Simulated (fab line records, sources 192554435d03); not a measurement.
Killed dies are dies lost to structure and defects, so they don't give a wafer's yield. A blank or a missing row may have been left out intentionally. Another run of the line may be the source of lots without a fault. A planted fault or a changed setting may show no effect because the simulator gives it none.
fab line records	flow n5-finfet
[record] lots = 24	wafers = 72	last-day = 18
route steps=1938 shown BEOL_M12@1612 BEOL_M13@1676
lots untouched by any fault: they come from a run of this same line in which no faults occurred
start-h: start of the lot's first displayed wafer, in hours after the record's first day	wait-h: how many hours have passed since the lot's step before this one	" same as the row above	L1.1+2: a row that stands for several wafers	- no value, or no start given	* or withheld: withheld	< > ~ a bound
route shown NAME@n: NAME is a module with steps in the file, n the number in the route of the first one	usual: mean/standard deviation taken from wafers without a fault	same: alike in all rows	chamber/n: place in a boat	sites: each site's reading	_std_site: the standard deviation of these	_edge_site: inner sites' mean taken away from outer sites' mean	radius-mm: for every site, how far away it sits from the centre of the wafer	mask NAME#n: copy n	behind: tool/chamber where the wafer was last shaped	hold: reason for holding the lot/hours on hold/outcome of the hold	device: names the non-switching transistor (n, p or np)	end of line: at the end of the route, the tests of the same wafers	where a step has no rows: the recipe by itself	killed: count of dies lost to structure and defects at first sort (not the wafer's yield)	map: per-die view of a wafer (x killed, . not killed, _ where there is no die)
set.NAME: setting as actually run; set.NAME@STEP: the setting as run at that earlier step	model.NAME: the simulator's own value behind a step, which no gauge read
route steps across a sampled set of lots; one table per step, one row per wafer
services: from which hour (start-h, from the record's first day; less than 0 if before it) a tool's chamber was out of use, for how many hours, and why
[[steps]]
[step N5_BEOL_M12_CD_MEAS_10]
[recipe] target-cd-nm = 140	landing-energy-ev = 500	detector = se-inlens	polarity = opening
[usual] cd-nm = 139.9/1.1
lot.wafer	tool	chamber	start-h	wait-h	cd-nm
L074.1	cd-sem-01	0	230.51	-	139.3
L074.4	"	0	"	"	139.6
L074.5	"	0	"	"	138.4
L075.2	cd-sem-03	0	235.67	-	141.1
L075.3	"	0	"	"	141.2
L075.6	"	0	"	"	142.0
L077.2	cd-sem-03	0	248.62	-	140.3
L077.3	"	0	"	"	139.6
L077.5	"	0	"	"	140.7
L076.2	cd-sem-01	0	249.05	-	140.5
L076.4	"	0	"	"	140.1
L076.6	"	0	"	"	141.8
L078.2	cd-sem-01	0	250.02	-	141.1
L078.3	"	0	"	"	140.1
L078.4	"	0	"	"	141.0
L081.3	cd-sem-01	0	266.71	-	138.8
L081.4	"	0	"	"	140.8
L081.6	"	0	"	"	140.9
L080.2	cd-sem-01	0	273.47	-	139.4
L080.3	"	0	"	"	141.0
L080.4	"	0	"	"	139.3
L079.1	cd-sem-01	0	276.21	-	139.0
L079.2	"	0	"	"	140.0
L079.5	"	0	"	"	140.5
L082.1	cd-sem-01	0	277.50	-	140.9
L082.5	"	0	"	"	140.6
L082.6	"	0	"	"	139.6
L083.2	cd-sem-02	0	281.41	-	139.4
L083.4	"	0	"	"	138.9
L083.5	"	0	"	"	139.2
L084.1	cd-sem-03	0	291.86	-	139.2
L084.5	"	0	"	"	140.7
L084.6	"	0	"	"	136.2
L086.1	cd-sem-03	0	306.50	-	140.7
L086.5	"	0	"	"	139.9
L086.6	"	0	"	"	141.0
L085.2	cd-sem-01	0	308.90	-	137.9
L085.3	"	0	"	"	138.7
L085.4	"	0	"	"	140.8
L089.1	cd-sem-03	0	311.88	-	140.1
L089.2	"	0	"	"	139.9
L089.3	"	0	"	"	140.2
L087.2	cd-sem-03	0	316.51	-	140.2
L087.4	"	0	"	"	141.1
L087.6	"	0	"	"	139.6
L088.1	cd-sem-02	0	316.74	-	141.5
L088.3	"	0	"	"	140.3
L088.5	"	0	"	"	139.9
L090.2	cd-sem-02	0	334.28	-	139.3
L090.3	"	0	"	"	138.6
L090.4	"	0	"	"	138.5
L091.2	cd-sem-02	0	336.27	-	137.8
L091.3	"	0	"	"	140.0
L091.5	"	0	"	"	138.8
L093.1	cd-sem-02	0	336.77	-	138.3
L093.2	"	0	"	"	140.4
L093.5	"	0	"	"	139.3
L092.2	cd-sem-01	0	340.22	-	139.9
L092.4	"	0	"	"	138.8
L092.6	"	0	"	"	138.1
L094.2	cd-sem-03	0	345.73	-	139.6
L094.3	"	0	"	"	140.5
L094.4	"	0	"	"	139.7
L095.1	cd-sem-03	0	367.37	-	139.6
L095.3	"	0	"	"	140.2
L095.5	"	0	"	"	139.4
L097.2	cd-sem-01	0	373.96	-	139.0
L097.3	"	0	"	"	140.0
L097.5	"	0	"	"	138.2
L096.1	cd-sem-01	0	374.33	-	141.9
L096.3	"	0	"	"	141.4
L096.5	"	0	"	"	141.1
[step N5_BEOL_M12_PRE_CLEAN_42]
[recipe] gas = H2/He	time-s = 30	temp-c = 250
[usual] heater-power-w = 331/31	susceptor-temp-C = 249.97/0.17
lot.wafer	tool	chamber	start-h	wait-h	heater-power-w	susceptor-temp-C
L074.1	pvd-sputter-01	-	234.66	0.0	288	249.99
L074.4	"	-	"	"	343	250.12
L074.5	"	-	"	"	330	250.02
L075.2	pvd-sputter-01	-	238.10	0.0	326	249.75
L075.3	"	-	"	"	285	250.05
L075.6	"	-	"	"	335	250.08
L077.2	pvd-sputter-01	-	251.32	0.0	294	250.05
L077.3	"	-	"	"	346	249.83
L077.5	"	-	"	"	324	249.98
L076.2	pvd-sputter-02	-	253.53	0.0	294	250.00
L076.4	"	-	"	"	333	249.58
L076.6	"	-	"	"	371	249.98
L078.2	pvd-sputter-01	-	254.24	0.0	323	249.93
L078.3	"	-	"	"	344	249.82
L078.4	"	-	"	"	326	249.95
L081.3	pvd-sputter-01	-	270.27	0.0	297	249.96
L081.4	"	-	"	"	330	249.97
L081.6	"	-	"	"	294	250.05
L080.2	pvd-sputter-03	-	276.91	0.0	390	250.13
L080.3	"	-	"	"	390	249.85
L080.4	"	-	"	"	345	249.72
L079.1	pvd-sputter-02	-	279.67	0.0	361	249.51
L079.2	"	-	"	"	304	250.12
L079.5	"	-	"	"	292	249.88
L082.1	pvd-sputter-03	-	279.92	0.0	300	249.88
L082.5	"	-	"	"	340	249.91
L082.6	"	-	"	"	405	250.10
L083.2	pvd-sputter-01	-	285.70	0.0	334	249.81
L083.4	"	-	"	"	292	250.13
L083.5	"	-	"	"	329	249.90
L084.1	pvd-sputter-01	-	295.10	0.0	327	249.81
L084.5	"	-	"	"	335	249.96
L084.6	"	-	"	"	345	249.97
L086.1	pvd-sputter-01	-	309.72	0.0	294	249.83
L086.5	"	-	"	"	292	249.89
L086.6	"	-	"	"	332	250.06
L085.2	pvd-sputter-01	-	312.30	0.0	333	250.09
L085.3	"	-	"	"	320	250.41
L085.4	"	-	"	"	330	250.04
L089.1	pvd-sputter-01	-	315.94	0.0	326	250.16
L089.2	"	-	"	"	288	249.73
L089.3	"	-	"	"	344	250.23
L087.2	pvd-sputter-01	-	319.68	0.0	329	250.23
L087.4	"	-	"	"	325	250.04
L087.6	"	-	"	"	334	249.94
L088.1	pvd-sputter-01	-	320.20	0.0	345	249.81
L088.3	"	-	"	"	351	250.35
L088.5	"	-	"	"	321	249.97
L090.2	pvd-sputter-03	-	337.73	0.0	329	250.41
L090.3	"	-	"	"	396	250.03
L090.4	"	-	"	"	384	250.04
L091.2	pvd-sputter-01	-	340.69	0.0	318	249.72
L091.3	"	-	"	"	348	249.99
L091.5	"	-	"	"	325	249.77
L093.1	pvd-sputter-01	-	341.25	0.0	326	249.90
L093.2	"	-	"	"	324	250.09
L093.5	"	-	"	"	344	249.88
L092.2	pvd-sputter-03	-	343.97	0.0	393	250.33
L092.4	"	-	"	"	342	250.24
L092.6	"	-	"	"	399	249.94
L094.2	pvd-sputter-01	-	348.21	0.0	340	249.73
L094.3	"	-	"	"	288	249.80
L094.4	"	-	"	"	326	249.99
L095.1	pvd-sputter-01	-	369.70	0.0	329	250.16
L095.3	"	-	"	"	353	249.96
L095.5	"	-	"	"	329	249.81
L097.2	pvd-sputter-02	-	382.18	0.0	331	250.13
L097.3	"	-	"	"	303	249.94
L097.5	"	-	"	"	306	250.14
L096.1	pvd-sputter-03	-	382.37	0.0	385	249.73
L096.3	"	-	"	"	340	250.07
L096.5	"	-	"	"	394	250.12
[step N5_BEOL_M12_RS_MEAS_54]
[recipe] thk-meas-gauge = four-point-probe	reads = Cu_of_BEOL_M12_ECD_47+Ta_of_BEOL_M12_SPUTTER_44+TaN_of_BEOL_M12_SPUTTER_43
[usual] M12_RS = 0.0598/0.00065
lot.wafer	tool	chamber	start-h	wait-h	M12_RS[ohm/sq]
L074.1	film-metro-02	-	235.84	0.0	0.0609
L074.4	"	-	"	"	0.0605
L074.5	"	-	"	"	0.0592
L075.2	film-metro-01	-	240.03	0.0	0.0603
L075.3	"	-	"	"	0.0601
L075.6	"	-	"	"	0.0601
L077.2	film-metro-01	-	252.51	0.0	0.0596
L077.3	"	-	"	"	0.0599
L077.5	"	-	"	"	0.0598
L076.2	film-metro-02	-	254.75	0.0	0.0588
L076.4	"	-	"	"	0.0590
L076.6	"	-	"	"	0.0586
L078.2	film-metro-01	-	255.53	0.0	0.0615
L078.3	"	-	"	"	0.0600
L078.4	"	-	"	"	0.0600
L081.3	film-metro-01	-	271.72	0.0	0.0588
L081.4	"	-	"	"	0.0610
L081.6	"	-	"	"	0.0608
L080.2	film-metro-01	-	278.55	0.0	0.0598
L080.3	"	-	"	"	0.0599
L080.4	"	-	"	"	0.0607
L079.1	film-metro-02	-	281.13	0.0	0.0605
L079.2	"	-	"	"	0.0613
L079.5	"	-	"	"	0.0603
L082.1	film-metro-01	-	281.18	0.0	0.0600
L082.5	"	-	"	"	0.0597
L082.6	"	-	"	"	0.0599
L083.2	film-metro-02	-	287.15	0.0	0.0595
L083.4	"	-	"	"	0.0597
L083.5	"	-	"	"	0.0592
L084.1	film-metro-01	-	296.28	0.0	0.0590
L084.5	"	-	"	"	0.0602
L084.6	"	-	"	"	0.0596
L086.1	film-metro-02	-	310.96	0.0	0.0600
L086.5	"	-	"	"	0.0603
L086.6	"	-	"	"	0.0602
L085.2	film-metro-01	-	313.50	0.0	0.0590
L085.3	"	-	"	"	0.0595
L085.4	"	-	"	"	0.0600
L089.1	film-metro-01	-	317.12	0.0	0.0599
L089.2	"	-	"	"	0.0602
L089.3	"	-	"	"	0.0602
L087.2	film-metro-01	-	321.01	0.0	0.0598
L087.4	"	-	"	"	0.0590
L087.6	"	-	"	"	0.0593
L088.1	film-metro-01	-	321.47	0.0	0.0596
L088.3	"	-	"	"	0.0593
L088.5	"	-	"	"	0.0602
L090.2	film-metro-02	-	338.91	0.0	0.0598
L090.3	"	-	"	"	0.0587
L090.4	"	-	"	"	0.0595
L091.2	film-metro-01	-	341.88	0.0	0.0599
L091.3	"	-	"	"	0.0590
L091.5	"	-	"	"	0.0603
L093.1	film-metro-02	-	342.43	0.0	0.0600
L093.2	"	-	"	"	0.0594
L093.5	"	-	"	"	0.0595
L092.2	film-metro-02	-	345.72	0.0	0.0584
L092.4	"	-	"	"	0.0600
L092.6	"	-	"	"	0.0585
L094.2	film-metro-02	-	349.39	0.0	0.0591
L094.3	"	-	"	"	0.0596
L094.4	"	-	"	"	0.0602
L095.1	film-metro-01	-	370.87	0.0	0.0602
L095.3	"	-	"	"	0.0600
L095.5	"	-	"	"	0.0599
L097.2	film-metro-02	-	383.35	0.0	0.0606
L097.3	"	-	"	"	0.0599
L097.5	"	-	"	"	0.0608
L096.1	film-metro-01	-	383.89	0.0	0.0602
L096.3	"	-	"	"	0.0596
L096.5	"	-	"	"	0.0596
[step N5_BEOL_M13_STRIP_64]
[recipe] chemistry = N2/H2	power-w = 1000	temp-c = 250	h2-frac = 0.65	overash-fraction = 0.3	pressure-mtorr = withheld	n2-flow-sccm = 1750	h2-flow-sccm = 3250
[usual] drypump-motor-current-A = 5.57/0.18	heater-power-w = 350/32	oes-product-au = 0.715/0.0039	strip-time-to-endpoint-s = 31.36/0.072	temp-c = 250.03/0.16
[same] overash-fraction = 0.3
lot.wafer	tool	chamber	start-h	wait-h	drypump-motor-current-A	heater-power-w	oes-product-au	rf-hours-counter-h	strip-time-to-endpoint-s	temp-c
L074.1	plasma-asher-01	0	236.95	0.0	5.38	332	0.712	122	31.34	249.78
L074.4	"	0	"	"	5.38	314	0.717	-	31.28	250.11
L074.5	"	0	"	"	5.39	319	0.710	-	31.32	250.04
L075.2	plasma-asher-01	0	241.16	0.0	5.45	323	0.721	122	31.47	249.82
L075.3	"	0	"	"	5.40	320	0.717	-	31.52	249.91
L075.6	"	0	"	"	5.41	315	0.711	-	31.41	249.95
L077.2	plasma-asher-01	0	253.83	0.0	5.44	311	0.717	126	31.49	250.05
L077.3	"	0	"	"	5.43	327	0.715	-	31.40	249.92
L077.5	"	1	"	"	5.74	400	0.715	-	31.47	250.09
L076.2	plasma-asher-01	0	256.18	0.0	5.38	314	0.715	126	31.49	250.06
L076.4	"	0	"	"	5.41	326	0.717	-	31.44	249.95
L076.6	"	0	"	"	5.39	328	0.711	-	31.48	249.89
L078.2	plasma-asher-01	1	257.02	0.0	5.72	389	0.712	126	31.35	250.09
L078.3	"	1	"	"	5.77	393	0.719	-	31.44	249.66
L078.4	"	0	"	"	5.39	309	0.720	-	31.38	250.18
L081.3	plasma-asher-02	0	272.85	0.0	5.37	338	0.715	-	31.26	250.21
L081.4	"	1	"	"	5.74	334	0.708	-	31.39	250.09
L081.6	"	0	"	"	5.35	349	0.720	-	31.32	250.19
L080.2	plasma-asher-01	0	279.79	0.0	5.43	318	0.719	132	31.43	250.14
L080.3	"	0	"	"	5.38	321	0.718	-	31.36	250.30
L080.4	"	1	"	"	5.80	395	0.709	-	31.38	250.12
L079.1	plasma-asher-01	1	282.25	0.0	5.79	387	0.717	133	31.33	249.99
L079.2	"	0	"	"	5.40	319	0.719	133	31.30	249.94
L079.5	"	1	"	"	5.76	391	0.722	-	31.33	249.94
L082.1	plasma-asher-02	1	282.41	0.0	5.73	335	0.720	78	31.32	250.20
L082.5	"	0	"	"	5.37	345	0.715	-	31.39	249.88
L082.6	"	1	"	"	5.75	327	0.716	-	31.33	250.23
L083.2	plasma-asher-02	1	288.14	0.0	5.75	338	0.712	80	31.37	249.92
L083.4	"	1	"	"	5.74	334	0.711	-	31.26	250.19
L083.5	"	1	"	"	5.75	340	0.719	-	31.38	249.82
L084.1	plasma-asher-01	0	297.40	0.0	5.40	313	0.715	134	31.37	250.34
L084.5	"	1	"	"	5.78	389	0.721	-	31.43	250.04
L084.6	"	0	"	"	5.38	308	0.715	-	31.28	249.98
L086.1	plasma-asher-01	1	311.96	0.0	5.79	390	0.716	137	31.32	249.96
L086.5	"	1	"	"	5.77	395	0.709	-	31.38	249.82
L086.6	"	0	"	"	5.43	320	0.716	-	31.40	250.23
L085.2	plasma-asher-01	1	314.49	0.0	5.76	391	0.717	137	31.27	249.92
L085.3	"	0	"	"	5.41	315	0.713	-	31.23	249.91
L085.4	"	1	"	"	5.77	398	0.714	-	31.25	250.11
L089.1	plasma-asher-01	1	318.11	0.0	5.76	384	0.717	138	31.46	250.14
L089.2	"	0	"	"	5.41	319	0.715	138	31.42	250.15
L089.3	"	0	"	"	5.40	326	0.717	-	31.38	249.86
L087.2	plasma-asher-02	0	321.99	0.0	5.36	342	0.703	88	31.37	250.02
L087.4	"	0	"	"	5.36	346	0.715	-	31.35	250.08
L087.6	"	1	"	"	5.75	326	0.714	-	31.39	249.80
L088.1	plasma-asher-01	1	322.47	0.0	5.77	392	0.722	139	31.32	250.50
L088.3	"	0	"	"	5.35	316	0.718	-	31.38	250.11
L088.5	"	0	"	"	5.42	316	0.708	-	31.42	250.11
L090.2	plasma-asher-01	0	339.89	0.0	5.41	315	0.716	143	31.32	249.65
L090.3	"	1	"	"	5.73	397	0.716	-	31.39	250.21
L090.4	"	0	"	"	5.39	310	0.719	-	31.39	249.82
L091.2	plasma-asher-02	1	342.86	0.0	5.73	339	0.714	93	31.34	249.92
L091.3	"	0	"	"	5.37	336	0.719	-	31.30	250.01
L091.5	"	0	"	"	5.38	343	0.716	-	31.30	250.28
L093.1	plasma-asher-02	0	343.42	0.0	5.39	348	0.716	93	31.14	250.12
L093.2	"	1	"	"	5.74	341	0.713	93	31.23	250.04
L093.5	"	1	"	"	5.74	340	0.718	-	31.29	250.14
L092.2	plasma-asher-02	0	346.71	0.0	5.37	336	0.714	93	31.38	249.99
L092.4	"	1	"	"	5.74	335	0.718	-	31.34	249.97
L092.6	"	1	"	"	5.75	338	0.716	-	31.37	250.22
L094.2	plasma-asher-01	1	350.38	0.0	5.73	390	0.717	145	31.43	250.11
L094.3	"	0	"	"	5.38	315	0.719	-	31.32	249.76
L094.4	"	1	"	"	5.73	397	0.713	-	31.28	250.10
L095.1	plasma-asher-01	0	371.91	0.0	5.42	316	0.712	149	31.41	249.90
L095.3	"	1	"	"	5.73	391	0.715	-	31.39	250.10
L095.5	"	1	"	"	5.76	390	0.711	-	31.53	250.19
L097.2	plasma-asher-01	1	384.51	0.0	5.74	393	0.713	152	31.31	249.84
L097.3	"	1	"	"	5.78	383	0.720	-	31.40	249.87
L097.5	"	1	"	"	5.75	386	0.715	-	31.34	249.76
L096.1	plasma-asher-01	1	385.16	0.0	5.75	394	0.714	152	31.24	250.07
L096.3	"	0	"	"	5.38	318	0.721	-	31.26	250.20
L096.5	"	0	"	"	5.39	327	0.714	-	31.26	250.18
[step N5_BEOL_M13_ETCH_68]
[recipe] chemistry = N2/H2	target = SOC	mask-material = SiARC	source-w = 3000	bias-w = 350	temp-c = 40	time-s = 355	ion-energy-ev = 200	pressure-mtorr = 30	n2-flow-sccm = 200	h2-flow-sccm = 200
[usual] bias-w = 350.2/1	drypump-motor-current-A = 5.5/0.53	oes-product-au = 0.75/0.074	rf-vpp-V = 523/3.1	showerhead-plenum-p-Torr = 2.50/0.11	temp-c = 40.02/0.11	throttle-valve-pct = 17.76/0.19
lot.wafer	tool	chamber	start-h	wait-h	bias-w	drypump-motor-current-A	oes-product-au	rf-hours-counter-h	rf-vpp-V	showerhead-plenum-p-Torr	temp-c	throttle-valve-pct
L074.1	rie-diel-06	3	237.70	0.1	350.9	5.6	0.67	247	519	2.40	39.94	17.87
L074.4	"	0	"	"	350.1	5.6	0.72	174	523	2.53	39.89	18.20
L074.5	"	1	"	"	349.9	4.9	0.75	-	520	2.44	39.98	17.76
L075.2	rie-diel-01	2	242.33	0.1	350.0	6.4	0.72	177	524	2.53	40.02	17.64
L075.3	"	0	"	"	348.9	5.4	0.77	128	519	2.34	40.14	17.59
L075.6	"	2	"	"	349.5	6.3	0.71	-	523	2.53	40.11	17.63
L077.2	rie-diel-01	1	255.44	0.1	351.5	4.7	0.70	216	526	2.62	40.14	18.01
L077.3	"	2	"	"	350.5	6.3	0.71	182	525	2.52	39.96	17.65
L077.5	"	1	"	"	350.6	4.7	0.69	-	526	2.62	40.04	18.02
L076.2	rie-diel-02	0	257.59	0.1	348.8	5.3	0.84	70	528	2.69	40.11	17.54
L076.4	"	1	"	"	350.2	6.3	0.76	172	522	2.43	39.84	17.68
L076.6	"	3	"	"	351.7	5.9	0.75	-	524	2.53	40.18	17.69
L078.2	rie-diel-01	1	257.95	0.1	351.2	4.7	0.67	218	526	2.62	40.14	18.02
L078.3	"	2	"	"	352.9	6.3	0.71	184	524	2.52	40.15	17.65
L078.4	"	2	"	"	352.8	6.3	0.70	-	524	2.52	40.14	17.64
L081.3	rie-diel-02	2	273.70	0.1	348.3	5.1	0.72	188	520	2.42	39.97	17.76
L081.4	"	1	"	"	350.2	6.3	0.75	176	520	2.43	39.91	17.69
L081.6	"	0	"	"	350.1	5.2	0.82	-	529	2.69	40.00	17.55
L080.2	rie-diel-01	2	280.80	0.1	349.7	6.3	0.69	191	523	2.52	39.97	17.65
L080.3	"	0	"	"	351.1	5.4	0.76	143	519	2.34	40.09	17.63
L080.4	"	2	"	"	350.7	6.3	0.70	-	524	2.52	40.05	17.66
L079.1	rie-diel-01	2	283.12	0.1	350.9	6.3	0.70	192	524	2.52	39.70	17.67
L079.2	"	0	"	"	348.9	5.4	0.75	144	518	2.34	39.91	17.62
L079.5	"	0	"	"	348.6	5.4	0.75	-	518	2.34	40.01	17.59
L082.1	rie-diel-06	0	283.15	0.1	349.0	5.5	0.71	190	523	2.53	39.83	18.21
L082.5	"	2	"	"	349.7	5.0	0.71	-	520	2.42	40.02	17.79
L082.6	"	3	"	"	349.9	5.6	0.97	-	528	2.72	39.82	17.44
L083.2	rie-diel-01	0	289.09	0.1	348.3	5.4	0.74	146	519	2.33	40.00	17.60
L083.4	"	3	"	"	350.2	5.7	0.98	6	522	2.51	39.93	17.55
L083.5	"	0	"	"	349.6	5.4	0.75	-	517	2.34	40.06	17.62
L084.1	rie-diel-01	3	298.26	0.1	349.3	5.7	0.98	8	524	2.50	39.92	17.53
L084.5	"	1	"	"	349.7	4.7	0.67	-	526	2.61	40.04	18.03
L084.6	"	2	"	"	348.9	6.3	0.70	-	523	2.52	40.03	17.66
L086.1	rie-diel-06	0	312.74	0.1	351.7	5.5	0.71	199	524	2.52	40.01	18.23
L086.5	"	1	"	"	349.8	4.9	0.73	-	520	2.42	40.03	17.80
L086.6	"	0	"	"	351.2	5.5	0.70	-	522	2.52	40.17	18.24
L085.2	rie-diel-06	1	315.42	0.1	350.8	5.0	0.73	190	519	2.42	40.08	17.82
L085.3	"	0	"	"	351.1	5.5	0.70	200	522	2.52	40.00	18.23
L085.4	"	2	"	"	350.9	5.0	0.71	199	520	2.42	40.16	17.81
L089.1	rie-diel-02	3	318.98	0.1	350.2	5.9	0.73	180	525	2.53	39.95	17.75
L089.2	"	1	"	"	350.0	6.3	0.74	190	521	2.43	40.09	17.70
L089.3	"	0	"	"	349.8	5.2	0.82	88	527	2.68	40.01	17.56
L087.2	rie-diel-02	3	322.87	0.1	349.0	5.9	0.73	182	523	2.53	39.95	17.73
L087.4	"	1	"	"	350.6	6.3	0.74	192	521	2.43	40.04	17.72
L087.6	"	2	"	"	348.9	5.1	0.71	-	522	2.41	39.86	17.79
L088.1	rie-diel-02	0	323.41	0.1	350.9	5.2	0.83	90	527	2.68	39.86	17.55
L088.3	"	1	"	"	351.2	6.3	0.74	192	519	2.43	39.97	17.71
L088.5	"	3	"	"	350.3	5.9	0.73	-	525	2.53	39.97	17.74
L090.2	rie-diel-06	0	340.76	0.1	350.5	5.5	0.69	208	524	2.52	39.95	18.24
L090.3	"	1	"	"	351.2	5.0	0.72	198	521	2.42	39.91	17.84
L090.4	"	3	"	"	349.0	5.6	0.92	19	528	2.71	39.86	17.47
L091.2	rie-diel-02	2	343.74	0.1	350.4	5.1	0.71	210	520	2.41	40.24	17.81
L091.3	"	1	"	"	350.0	6.3	0.73	199	520	2.42	39.85	17.75
L091.5	"	2	"	"	350.5	5.1	0.71	-	520	2.41	40.22	17.81
L093.1	rie-diel-01	1	344.17	0.1	350.3	4.7	0.66	246	526	2.60	40.13	18.07
L093.2	"	0	"	"	351.1	5.4	0.73	163	519	2.33	40.08	17.65
L093.5	"	0	"	"	349.0	5.4	0.73	-	519	2.33	39.98	17.64
L092.2	rie-diel-02	3	347.58	0.1	348.5	5.9	0.73	190	523	2.52	39.97	17.75
L092.4	"	0	"	"	349.2	5.3	0.81	99	528	2.67	39.98	17.58
L092.6	"	1	"	"	351.3	6.3	0.73	-	521	2.42	39.99	17.71
L094.2	rie-diel-06	3	351.25	0.1	350.0	5.6	0.92	22	528	2.71	39.98	17.48
L094.3	"	2	"	"	350.9	5.0	0.71	209	520	2.42	39.93	17.84
L094.4	"	1	"	"	350.7	5.0	0.72	201	519	2.42	39.86	17.84
L095.1	rie-diel-02	3	372.69	0.1	350.1	5.9	0.72	198	525	2.52	39.86	17.75
L095.3	"	1	"	"	351.9	6.3	0.73	208	520	2.42	40.22	17.72
L095.5	"	1	"	"	350.3	6.3	0.72	-	519	2.42	40.41	17.74
L097.2	rie-diel-02	2	385.25	0.1	352.1	5.1	0.69	220	521	2.41	40.28	17.83
L097.3	"	3	"	"	350.3	5.9	0.72	200	525	2.52	40.05	17.76
L097.5	"	0	"	"	350.7	5.3	0.80	-	527	2.67	39.91	17.62
L096.1	rie-diel-01	2	386.03	0.1	349.9	6.3	0.67	225	523	2.50	40.00	17.72
L096.3	"	1	"	"	348.0	4.7	1.00	2	527	2.60	39.87	17.62
L096.5	"	2	"	"	348.7	6.3	0.67	-	524	2.50	39.99	17.70
[step N5_BEOL_M13_PRE_CLEAN_42]
[recipe] gas = H2/He	time-s = 30	temp-c = 250
[usual] heater-power-w = 336/34	susceptor-temp-C = 250.01/0.16
lot.wafer	tool	chamber	start-h	wait-h	heater-power-w	susceptor-temp-C
L074.1	pvd-sputter-03	-	241.53	0.0	390	249.98
L074.4	"	-	"	"	298	249.84
L074.5	"	-	"	"	401	250.22
L075.2	pvd-sputter-01	-	245.29	0.0	291	249.76
L075.3	"	-	"	"	350	250.24
L075.6	"	-	"	"	331	250.09
L077.2	pvd-sputter-01	-	256.40	0.0	330	249.80
L077.3	"	-	"	"	288	249.97
L077.5	"	-	"	"	322	249.88
L076.2	pvd-sputter-03	-	263.88	0.0	339	250.10
L076.4	"	-	"	"	291	249.95
L076.6	"	-	"	"	353	250.08
L078.2	pvd-sputter-01	-	264.14	0.0	336	250.23
L078.3	"	-	"	"	341	250.36
L078.4	"	-	"	"	333	249.98
L081.3	pvd-sputter-01	-	276.69	0.0	298	249.80
L081.4	"	-	"	"	319	250.28
L081.6	"	-	"	"	324	250.03
L080.2	pvd-sputter-03	-	283.84	0.0	297	250.02
L080.3	"	-	"	"	383	250.16
L080.4	"	-	"	"	395	249.85
L079.1	pvd-sputter-02	-	284.74	0.0	297	250.07
L079.2	"	-	"	"	301	249.91
L079.5	"	-	"	"	371	249.87
L082.1	pvd-sputter-01	-	288.30	0.0	291	250.12
L082.5	"	-	"	"	329	249.99
L082.6	"	-	"	"	343	250.08
L083.2	pvd-sputter-02	-	293.40	0.0	327	249.90
L083.4	"	-	"	"	298	249.84
L083.5	"	-	"	"	302	249.87
L084.1	pvd-sputter-01	-	299.05	0.0	327	250.09
L084.5	"	-	"	"	351	250.11
L084.6	"	-	"	"	320	249.87
L086.1	pvd-sputter-01	-	313.72	0.0	290	249.95
L086.5	"	-	"	"	323	249.98
L086.6	"	-	"	"	340	250.28
L085.2	pvd-sputter-01	-	321.34	0.0	337	250.08
L085.3	"	-	"	"	290	250.00
L085.4	"	-	"	"	325	249.80
L089.1	pvd-sputter-03	-	321.84	0.0	393	250.06
L089.2	"	-	"	"	346	250.21
L089.3	"	-	"	"	392	249.63
L087.2	pvd-sputter-02	-	325.63	0.0	300	250.07
L087.4	"	-	"	"	331	249.97
L087.6	"	-	"	"	329	249.86
L088.1	pvd-sputter-03	-	326.04	0.0	347	249.93
L088.3	"	-	"	"	398	249.91
L088.5	"	-	"	"	394	249.97
L090.2	pvd-sputter-01	-	342.57	0.0	292	249.97
L090.3	"	-	"	"	332	249.94
L090.4	"	-	"	"	350	249.93
L091.2	pvd-sputter-02	-	344.98	0.0	305	249.89
L091.3	"	-	"	"	304	250.12
L091.5	"	-	"	"	292	250.08
L093.1	pvd-sputter-01	-	345.01	0.0	294	250.07
L093.2	"	-	"	"	357	250.03
L093.5	"	-	"	"	293	249.76
L092.2	pvd-sputter-03	-	349.93	0.0	393	249.64
L092.4	"	-	"	"	302	250.25
L092.6	"	-	"	"	395	249.94
L094.2	pvd-sputter-01	-	352.75	0.0	318	249.62
L094.3	"	-	"	"	350	249.92
L094.4	"	-	"	"	296	250.04
L095.1	pvd-sputter-03	-	378.65	0.0	335	250.09
L095.3	"	-	"	"	295	250.15
L095.5	"	-	"	"	398	249.89
L097.2	pvd-sputter-02	-	387.12	0.0	300	249.97
L097.3	"	-	"	"	333	249.91
L097.5	"	-	"	"	295	250.10
L096.1	pvd-sputter-02	-	387.48	0.0	336	249.95
L096.3	"	-	"	"	298	250.12
L096.5	"	-	"	"	359	250.02
[[services]]
tool	chamber	start-h	hours	kind
plasma-asher-01	-	219.00	2.8	pm
rie-diel-01	2	235.65	2.4	repair
rie-diel-01	3	236.99	5.4	repair
rie-diel-01	3	242.70	-	clean
rie-diel-01	3	242.70	-	consumable-replace:esc
rie-diel-01	3	242.70	-	consumable-replace:focus-ring
rie-diel-01	3	242.70	18.6	scheduled-down
rie-diel-01	3	242.70	18.6	vent-cycle
rie-diel-06	3	247.21	-	clean
plasma-asher-02	-	258.81	2.3	repair
rie-diel-01	0	277.94	1.8	repair
rie-diel-01	3	279.67	7.2	repair
pvd-sputter-01	-	281.97	1.4	repair
plasma-asher-01	-	285.69	9.2	pm
rie-diel-02	3	292.71	8.2	repair
rie-diel-02	2	316.58	4.0	repair
pvd-sputter-01	-	327.03	2.4	repair
rie-diel-01	1	360.02	-	clean
rie-diel-01	1	360.02	-	consumable-replace:focus-ring
rie-diel-01	1	360.02	20.2	scheduled-down
rie-diel-01	1	360.02	20.2	vent-cycle
pvd-sputter-02	-	370.99	0.6	repair
plasma-asher-02	-	378.00	2.7	repair
pvd-sputter-01	-	380.43	12.0	repair
[[key]]
fault none
